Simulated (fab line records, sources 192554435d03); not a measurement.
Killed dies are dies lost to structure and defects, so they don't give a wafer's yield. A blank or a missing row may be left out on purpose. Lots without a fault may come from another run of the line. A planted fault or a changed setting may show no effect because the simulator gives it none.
Chamber matching | flow n5_finfet | N5_BEOL_M8_STRIP_36 on rie_diel-01: 4 sister chambers
The step strips in N2/H2. 4 wafers are shown with their chamber, then 7 later ones without.

WAFERS WITH THEIR CHAMBER
wafer  | chamber | showerhead_plenum_p_Torr (Torr)
L089.1 | 0       | 2.48
L089.3 | 2       | 2.69
L092.2 | 3       | 2.68
L092.5 | 1       | 2.48

WAFERS WITHOUT THEIR CHAMBER
wafer  | showerhead_plenum_p_Torr (Torr)
L092.6 | 2.69
L091.3 | 2.69
L091.5 | 2.48
L091.6 | 2.48
L096.1 | 2.47
L096.3 | 2.67
L096.5 | 2.47

WHICH CHAMBER EACH WENT THROUGH
wafer  | from the rows above     | in truth
L092.6 | can't be placed: 2 or 3 | 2
L091.3 | can't be placed: 2 or 3 | 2
L091.5 | can't be placed: 0 or 1 | 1
L091.6 | can't be placed: 0 or 1 | 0
L096.1 | can't be placed: 0 or 1 | 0
L096.3 | can't be placed: 3 or 2 | 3
L096.5 | can't be placed: 0 or 1 | 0
Placed correctly: 0 of 7. Can't be placed from these rows: 7 (the true chamber is among the candidates in 7). Placed wrongly: 0.
How it was worked out, from the rows above alone: a wafer's distance from a chamber is the root of the sum, over the readings, of the square of ((its reading less the chamber's mean) divided by the reading's scatter). The wafer belongs to the nearest chamber; if the next one is less than 2 further off, it can't be placed. A chamber's mean is the mean of its shown wafers. The scatter: with one shown wafer a chamber, the root of the mean of the squares of how far each hidden wafer lies from its nearest shown one.
